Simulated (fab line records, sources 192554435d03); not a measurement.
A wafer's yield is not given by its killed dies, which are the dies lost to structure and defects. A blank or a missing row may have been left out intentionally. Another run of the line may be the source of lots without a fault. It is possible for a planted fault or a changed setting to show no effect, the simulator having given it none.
fab line records	flow n5_finfet
[record] lots = 9	wafers = 27	last_day = 17
route steps=1938 shown BEOL_M3@950 BEOL_M4@1111
lots that met no fault: from a run of the same line without faults
start_h: hours from the record's opening day to when the first of the lot's shown wafers began	wait_h: time in hours since the lot's previous step	" identical to the entry in the row above	L1.1+2: a single row standing in for several wafers	- no value, or no start given	* or withheld: withheld	< > ~ a bound
route shown NAME@n: a module of which the file shows steps, and the number in the route of the first	usual: average and standard deviation across the fault-free wafers	same: alike in all rows	chamber/n: place in a boat	sites: per-site readings	_std_site: how widely they spread, as a standard deviation	_edge_site: the outer-site mean with the inner-site mean subtracted	radius_mm: for every site, how far away it sits from the centre of the wafer	mask NAME#n: copy n	behind: the tool/chamber that last shaped the wafer	hold: why the lot was held/for how many hours/how that ended	device: which transistor (n, p or np) failed to switch	end of line: the tests these same wafers got at the end of their route	a step without rows: its recipe alone	killed: not the wafer's yield, but the dies lost to structure and defects at the first sort	map: per-die view of a wafer (x killed, . not killed, _ where there is no die)
set.NAME: setting as actually run; set.NAME@STEP: the setting as run at that earlier step	model.NAME: the simulator's own value behind a step, which no gauge read
steps of the route over a sample of lots; a table a step, a row a wafer
services: from which hour (start_h, from the record's first day; less than 0 if before it) a tool's chamber was out of use, for how many hours, and why
[[steps]]
[step N5_BEOL_M3_ETCH_64]
[recipe] chemistry = N2/H2	target = SOC	target_depth_a = 750	overetch_a = 150	mask_material = SiARC	temp_c = 40	time_s = 112.5	ion_energy_ev = 200	pressure_mtorr = 30	source_w = 840	bias_w = 150	n2_flow_sccm = 200	h2_flow_sccm = 200
[usual] drypump_motor_current_A = 5.9/0.39	oes_product_au = 0.59/0.049	rf_fwd_power_W = 836.5/2.8	rf_vpp_V = 523.8/2.3	showerhead_plenum_p_Torr = 2.54/0.077	throttle_valve_pct = 17.87/0.23
lot.wafer	tool	chamber	start_h	wait_h	drypump_motor_current_A	oes_product_au	rf_fwd_power_W	rf_hours_counter_h	rf_vpp_V	showerhead_plenum_p_Torr	throttle_valve_pct
L971.1	rie_diel-02	2	156.83	0.0	6.3	0.58	838.2	162	526.4	2.64	17.93
L971.4	"	2	"	"	6.3	0.58	841.2	-	527.1	2.64	17.92
L971.6	"	1	"	"	6.1	0.62	832.9	-	521.1	2.46	18.17
L973.1	rie_diel-04	3	158.04	0.0	5.3	0.56	833.3	242	522.8	2.50	17.55
L973.2	"	0	"	"	5.2	0.58	836.5	186	522.1	2.43	17.86
L973.4	"	1	"	"	5.2	0.70	838.6	31	526.4	2.60	17.74
L975.2	rie_diel-05	2	181.85	0.0	5.3	0.57	840.4	188	526.7	2.65	17.77
L975.3	"	1	"	"	6.3	0.55	834.7	226	525.2	2.62	17.84
L975.4	"	1	"	"	6.3	0.55	831.5	-	526.4	2.62	17.86
L978.1	rie_diel-05	0	203.27	0.0	6.1	0.64	837.1	72	524.2	2.56	17.91
L978.2	"	2	"	"	5.3	0.57	837.0	194	526.7	2.65	17.77
L978.3	"	1	"	"	6.3	0.55	832.6	232	525.9	2.62	17.86
L984.2	rie_diel-05	0	235.19	0.0	6.1	0.64	837.4	83	526.0	2.56	17.91
L984.3	"	2	"	"	5.3	0.56	837.8	202	526.2	2.64	17.80
L984.5	"	0	"	"	6.0	0.64	836.7	-	522.9	2.56	17.91
L986.3	rie_diel-05	1	248.68	0.0	6.3	0.54	840.5	245	523.6	2.62	17.90
L986.4	"	3	"	"	6.1	0.61	835.9	120	523.2	2.43	17.59
L986.6	"	1	"	"	6.3	0.54	838.3	-	527.5	2.62	17.87
L989.2	rie_diel-02	2	264.09	0.0	6.3	0.56	834.5	194	525.6	2.63	17.98
L989.3	"	0	"	"	5.7	0.57	836.8	232	523.6	2.50	18.05
L989.4	"	1	"	"	6.0	0.60	836.6	138	521.5	2.45	18.22
L991.1	rie_diel-02	2	275.05	0.0	6.3	0.56	833.2	198	525.0	2.63	17.99
L991.2	"	0	"	"	5.8	0.57	837.9	236	522.3	2.50	18.06
L991.6	"	1	"	"	6.0	0.59	837.6	-	520.4	2.44	18.21
L992.1	rie_diel-05	3	279.38	0.0	6.1	0.60	837.8	128	521.2	2.43	17.61
L992.3	"	0	"	"	6.1	0.63	833.2	98	524.2	2.55	17.95
L992.5	"	2	"	"	5.3	0.55	842.1	-	526.7	2.64	17.81
[step N5_BEOL_M3_ALD_98]
[recipe] material = SiO2	target_thk_a = 25	temp_c = 100	ald_precursor_family = BDEAS	ald_co_reactant = O2-plasma	pulse_time_s = 1	co_reactant_pulse_time_s = 1	purge_time_s = 2	co_reactant_purge_time_s = 2	ald_cycles = 17	pressure_torr = 2
[usual] heater_power_w = 81/10	precursor_pulse_height_rel = 1.000/0.019
[same] co_reactant_purge_time_s = 2
lot.wafer	tool	chamber	start_h	wait_h	heater_power_w	precursor_pulse_height_rel
L971.1	ald_sin-04	3	157.97	0.1	100	1.029
L971.4	"	0	"	"	67	1.017
L971.6	"	3	"	"	99	1.021
L973.1	ald_sin-01	3	159.56	0.5	80	0.977
L973.2	"	0	"	"	72	1.049
L973.4	"	2	"	"	94	1.019
L975.2	ald_sin-04	2	184.24	1.4	89	1.011
L975.3	"	0	"	"	67	0.973
L975.4	"	3	"	"	99	0.996
L978.1	ald_sin-01	3	204.21	0.1	76	0.982
L978.2	"	1	"	"	79	0.996
L978.3	"	0	"	"	71	1.003
L984.2	ald_sin-03	3	236.68	0.4	79	1.014
L984.3	"	0	"	"	78	0.990
L984.5	"	3	"	"	78	1.013
L986.3	ald_sin-01	0	249.66	0.1	73	0.992
L986.4	"	3	"	"	75	0.984
L986.6	"	0	"	"	73	1.015
L989.2	ald_sin-04	0	265.83	0.4	66	1.005
L989.3	"	2	"	"	91	0.990
L989.4	"	1	"	"	74	1.026
L991.1	ald_sin-04	2	276.20	0.1	89	1.012
L991.2	"	3	"	"	102	0.999
L991.6	"	3	"	"	102	0.976
L992.1	ald_sin-01	0	280.51	0.1	72	1.022
L992.3	"	1	"	"	80	0.992
L992.5	"	1	"	"	78	0.979
[step N5_BEOL_M3_TRENCH_ETCH_37]
[recipe] chemistry = C4F6/O2	target_depth_a = 555.55	target = SiOC	time_s = 29.2	ion_energy_ev = 250	pressure_mtorr = 30	source_w = 355	bias_w = 185	Ar_flow_sccm = 300	C4F6_flow_sccm = 10	O2_flow_sccm = 10
[usual] C4F6_flow_sccm = 10.00/0.03	drypump_motor_current_A = 5.9/0.38	oes_f_703_au = 0.75/0.069	oes_o_777_au = 0.75/0.071	oes_product_au = 0.75/0.07	rf_fwd_power_W = 350.0/2.3	rf_vpp_V = 662/9.2	showerhead_plenum_p_Torr = 2.85/0.075	throttle_valve_pct = 20.91/0.2
lot.wafer	tool	chamber	start_h	wait_h	C4F6_flow_sccm	drypump_motor_current_A	oes_f_703_au	oes_o_777_au	oes_product_au	rf_fwd_power_W	rf_hours_counter_h	rf_vpp_V	showerhead_plenum_p_Torr	throttle_valve_pct
L971.1	rie_diel-02	0	160.68	-	10.04	5.8	0.71	0.71	0.73	348.9	201	675	2.82	21.03
L971.4	"	1	"	"	10.01	6.0	0.77	0.76	0.78	349.6	-	667	2.76	21.20
L971.6	"	0	"	"	10.02	5.8	0.71	0.71	0.73	347.9	-	675	2.82	21.02
L973.1	rie_diel-02	1	167.58	-	10.02	6.0	0.77	0.76	0.77	349.6	110	668	2.76	21.21
L973.2	"	0	"	"	9.99	5.8	0.71	0.71	0.73	348.2	203	674	2.82	21.02
L973.4	"	3	"	"	10.01	5.8	0.70	0.69	0.72	344.5	220	660	2.83	20.74
L975.2	rie_diel-02	0	185.85	-	10.02	5.8	0.90	0.88	0.76	434.3	209	606	2.82	21.05
L975.3	"	3	"	"	9.98	5.9	0.89	0.86	0.75	431.0	225	592	2.83	20.75
L975.4	"	2	"	"	9.98	6.3	0.95	0.94	0.76	437.1	173	599	2.94	20.92
L978.1	rie_diel-02	1	204.57	-	9.97	6.0	0.97	0.95	0.81	434.5	121	597	2.75	21.20
L978.2	"	3	"	"	9.99	5.8	0.88	0.86	0.75	431.7	230	592	2.82	20.76
L978.3	"	2	"	"	9.96	6.2	0.94	0.94	0.76	436.2	177	600	2.94	20.94
L984.2	rie_diel-04	3	242.43	-	9.97	5.3	0.98	0.98	0.98	351.2	9	673	2.82	20.32
L984.3	"	0	"	"	10.01	5.2	0.69	0.68	0.70	351.8	213	673	2.72	21.06
L984.5	"	0	"	"	9.98	5.2	0.69	0.68	0.71	350.6	-	670	2.72	21.05
L986.3	rie_diel-05	3	250.02	-	10.03	6.1	0.78	0.77	0.77	350.4	120	658	2.75	20.86
L986.4	"	2	"	"	10.06	5.3	0.72	0.73	0.69	352.5	207	651	2.93	20.74
L986.6	"	2	"	"	10.07	5.3	0.72	0.72	0.69	352.0	-	652	2.93	20.74
L989.2	rie_diel-02	1	273.11	-	9.99	6.0	0.74	0.73	0.75	349.5	141	667	2.74	21.22
L989.3	"	0	"	"	10.03	5.8	0.69	0.69	0.71	349.4	235	674	2.81	21.08
L989.4	"	2	"	"	9.99	6.3	0.72	0.72	0.70	352.4	-	667	2.93	20.95
L991.1	rie_diel-05	2	283.43	-	9.98	5.3	0.72	0.71	0.68	351.9	219	651	2.93	20.76
L991.2	"	3	"	"	9.94	6.2	0.77	0.77	0.76	347.8	130	658	2.75	20.87
L991.6	"	2	"	"	10.06	5.3	0.71	0.72	0.69	351.7	-	649	2.93	20.75
L992.1	rie_diel-02	2	285.42	-	10.01	6.2	0.71	0.72	0.70	350.9	204	667	2.92	20.97
L992.3	"	1	"	"	10.00	6.0	0.73	0.72	0.74	350.5	-	666	2.74	21.25
L992.5	"	2	"	"	10.02	6.2	0.71	0.72	0.70	350.9	-	667	2.92	20.95
[step N5_BEOL_M3_OCD_MEAS_38]
[usual] trench_depth_nm = 55.2/1
lot.wafer	tool	chamber	start_h	wait_h	trench_depth_nm
L971.1	ocd-01	-	160.84	-	55.4
L971.4	"	-	"	"	55.4
L971.6	"	-	"	"	55.3
L973.1	ocd-02	-	167.74	-	55.4
L973.2	"	-	"	"	54.6
L973.4	"	-	"	"	55.7
L975.2	ocd-02	-	186.00	-	59.9
L975.3	"	-	"	"	60.2
L975.4	"	-	"	"	59.5
L978.1	ocd-01	-	204.72	-	61.0
L978.2	"	-	"	"	60.1
L978.3	"	-	"	"	59.6
L984.2	ocd-02	-	242.59	-	57.5
L984.3	"	-	"	"	54.9
L984.5	"	-	"	"	55.5
L986.3	ocd-01	-	250.17	-	55.6
L986.4	"	-	"	"	53.4
L986.6	"	-	"	"	53.6
L989.2	ocd-01	-	273.26	-	55.0
L989.3	"	-	"	"	54.2
L989.4	"	-	"	"	54.8
L991.1	ocd-02	-	283.59	-	53.5
L991.2	"	-	"	"	55.7
L991.6	"	-	"	"	53.4
L992.1	ocd-01	-	285.64	-	54.2
L992.3	"	-	"	"	54.9
L992.5	"	-	"	"	53.7
[step N5_BEOL_M3_SPUTTER_81]
[recipe] material = Cu	target_thk_a = 45	temp_c = -20	chamber_pressure_pa = 0.07	power_w = withheld	time_s = 8.29
[usual] throttle_valve_pct = 30.6/0.82
lot.wafer	tool	chamber	start_h	wait_h	throttle_valve_pct
L971.1	pvd_sputter-03	-	163.85	0.1	29.7
L971.4	"	-	"	"	29.8
L971.6	"	-	"	"	31.3
L973.1	pvd_sputter-01	-	170.79	0.1	31.4
L973.2	"	-	"	"	31.9
L973.4	"	-	"	"	30.2
L975.2	pvd_sputter-02	-	187.52	0.1	29.7
L975.3	"	-	"	"	31.6
L975.4	"	-	"	"	29.6
L978.1	pvd_sputter-02	-	206.46	0.1	30.6
L978.2	"	-	"	"	31.4
L978.3	"	-	"	"	29.6
L984.2	pvd_sputter-03	-	244.04	0.1	31.7
L984.3	"	-	"	"	29.5
L984.5	"	-	"	"	29.9
L986.3	pvd_sputter-01	-	251.40	0.1	31.4
L986.4	"	-	"	"	30.1
L986.6	"	-	"	"	30.4
L989.2	pvd_sputter-01	-	275.98	0.1	30.5
L989.3	"	-	"	"	32.0
L989.4	"	-	"	"	31.2
L991.1	pvd_sputter-01	-	284.90	0.1	30.4
L991.2	"	-	"	"	31.5
L991.6	"	-	"	"	31.5
L992.1	pvd_sputter-01	-	287.02	0.1	31.4
L992.3	"	-	"	"	30.3
L992.5	"	-	"	"	30.1
[step N5_BEOL_M4_RC_MEAS_101]
[usual] DIBL_N = 36.3/1.7	DIBL_P = 36.5/1.8	IOFF_N = 0.16/0.033	IOFF_P = 0.21/0.037	ION_N = 675/11	ION_P = 462/7.9	SS_N = 71.6/0.64	SS_P = 73.3/0.68	VT_N = 249/3.3	VT_P = -250/3.3
lot.wafer	tool	chamber	start_h	wait_h	DIBL_N[mV/V]	DIBL_P[mV/V]	IOFF_N[nA/um]	IOFF_P[nA/um]	ION_N[uA/um]	ION_P[uA/um]	SS_N[mV/dec]	SS_P[mV/dec]	VT_N[mV]	VT_P[mV]
L971.1	prober-01	0	175.39	0.0	37.0	37.9	0.16	0.23	674	464	71.5	73.7	249	-251
L971.4	"	0	"	"	35.9	36.4	0.14	0.22	669	461	71.1	73.5	251	-250
L971.6	"	0	"	"	36.4	36.4	0.14	0.21	675	471	71.3	73.1	251	-250
L973.1	prober-01	0	182.71	0.0	36.4	35.8	0.15	0.22	672	463	72.0	72.9	249	-248
L973.2	"	0	"	"	38.2	38.6	0.19	0.26	682	470	71.9	74.6	245	-246
L973.4	"	0	"	"	37.6	37.2	0.16	0.24	671	466	72.3	74.0	250	-245
L975.2	prober-01	0	202.29	0.2	37.3	38.4	0.18	0.24	680	466	72.3	72.8	247	-251
L975.3	"	0	"	"	36.6	36.7	0.17	0.22	688	459	71.7	72.8	250	-253
L975.4	"	0	"	"	37.0	37.8	0.17	0.24	676	465	72.3	73.0	249	-248
L978.1	prober-02	0	223.77	0.1	34.4	34.8	0.11	0.16	662	448	70.0	72.8	253	-257
L978.2	"	0	"	"	36.1	37.7	0.14	0.21	653	460	70.6	73.9	253	-251
L978.3	"	0	"	"	36.9	38.2	0.15	0.20	662	450	71.1	73.8	251	-253
L984.2	prober-02	0	256.66	0.2	37.0	36.3	0.17	0.24	677	463	71.6	73.4	249	-248
L984.3	"	0	"	"	38.1	37.1	0.19	0.24	675	462	72.2	73.7	248	-246
L984.5	"	0	"	"	39.1	38.9	0.21	0.27	686	465	72.7	73.8	248	-248
L986.3	prober-02	0	264.16	0.3	37.3	35.4	0.16	0.22	675	466	71.4	72.8	247	-246
L986.4	"	0	"	"	35.6	34.2	0.15	0.22	703	481	71.4	72.5	246	-244
L986.6	"	0	"	"	35.4	34.3	0.14	0.21	677	469	71.2	72.8	249	-245
L989.2	prober-02	0	288.09	0.2	33.4	33.1	0.13	0.17	682	465	71.4	72.7	251	-254
L989.3	"	0	"	"	35.3	34.8	0.16	0.19	677	462	71.3	73.6	247	-251
L989.4	"	0	"	"	34.3	33.9	0.14	0.18	672	459	71.9	73.2	250	-252
L992.1	prober-01	0	298.10	0.0	33.2	33.6	0.12	0.16	669	452	71.2	72.4	252	-256
L992.3	"	0	"	"	36.3	37.7	0.18	0.21	678	461	71.9	74.4	248	-250
L992.5	"	0	"	"	36.8	38.6	0.19	0.22	677	458	72.1	74.3	246	-253
L991.1	prober-02	0	298.18	0.0	36.2	35.1	0.14	0.17	662	447	71.2	73.8	253	-251
L991.2	"	0	"	"	37.3	36.3	0.16	0.18	677	458	72.1	73.9	249	-254
L991.6	"	0	"	"	37.5	37.0	0.16	0.20	673	458	71.5	74.2	247	-253
[[services]]
tool	chamber	start_h	hours	kind
ald_sin-01	1	137.73	1.7	repair
rie_diel-05	1	139.32	17.3	repair
rie_diel-02	3	143.02	4.5	repair
rie_diel-04	0	150.47	3.8	repair
rie_diel-02	3	155.23	9.1	repair
ald_sin-01	1	169.45	5.0	repair
ald_sin-01	-	176.97	14.0	pm
rie_diel-04	2	180.80	8.5	repair
rie_diel-02	-	189.99	2.8	pm
ald_sin-01	-	210.29	14.6	pm
ald_sin-04	3	224.90	1.6	repair
rie_diel-04	1	229.69	7.4	repair
ald_sin-04	3	230.83	15.4	repair
rie_diel-05	3	265.18	6.2	repair
rie_diel-02	3	267.81	-	clean
rie_diel-02	3	267.81	-	consumable_replace:focus_ring
rie_diel-02	3	267.81	36.6	scheduled_down
rie_diel-02	3	267.81	36.6	vent_cycle
rie_diel-05	1	271.34	-	clean
rie_diel-05	1	271.34	-	consumable_replace:focus_ring
rie_diel-05	1	271.34	21.2	scheduled_down
rie_diel-04	-	273.42	14.6	pm
pvd_sputter-03	-	278.15	5.5	repair
rie_diel-02	0	279.54	8.0	repair
[[key]]
[first_sign] step = N5_BEOL_M3_TRENCH_ETCH_37	reading = rf_fwd_power_W	direction = up	sigmas = 36	usual = *	struck = *
[effect] step = N5_BEOL_M3_TRENCH_ETCH_37	reading = rf_vpp_V	direction = down	sigmas = 7	usual = 662	struck = 598
[effect] step = N5_BEOL_M3_OCD_MEAS_38	reading = trench_depth_nm	direction = up	sigmas = 4.9	usual = 55.2	struck = 60.1
met_at N5_BEOL_M3_TRENCH_ETCH_37
struck_lots L975,L978
not_acting_at N5_BEOL_M3_ETCH_64,N5_BEOL_M3_ALD_98,N5_BEOL_M3_SPUTTER_81
onset_between 167.58 185.85
[fault] kind = process_parameter_drift	tool = rie_diel-02	chamber = -	onset_h = 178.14	steps = N5_BEOL_M3_TRENCH_ETCH_37	channel = source_w	offset = 85.2	shape = step	end_h = 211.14	acts_in = these_recipes_only	stated = 355
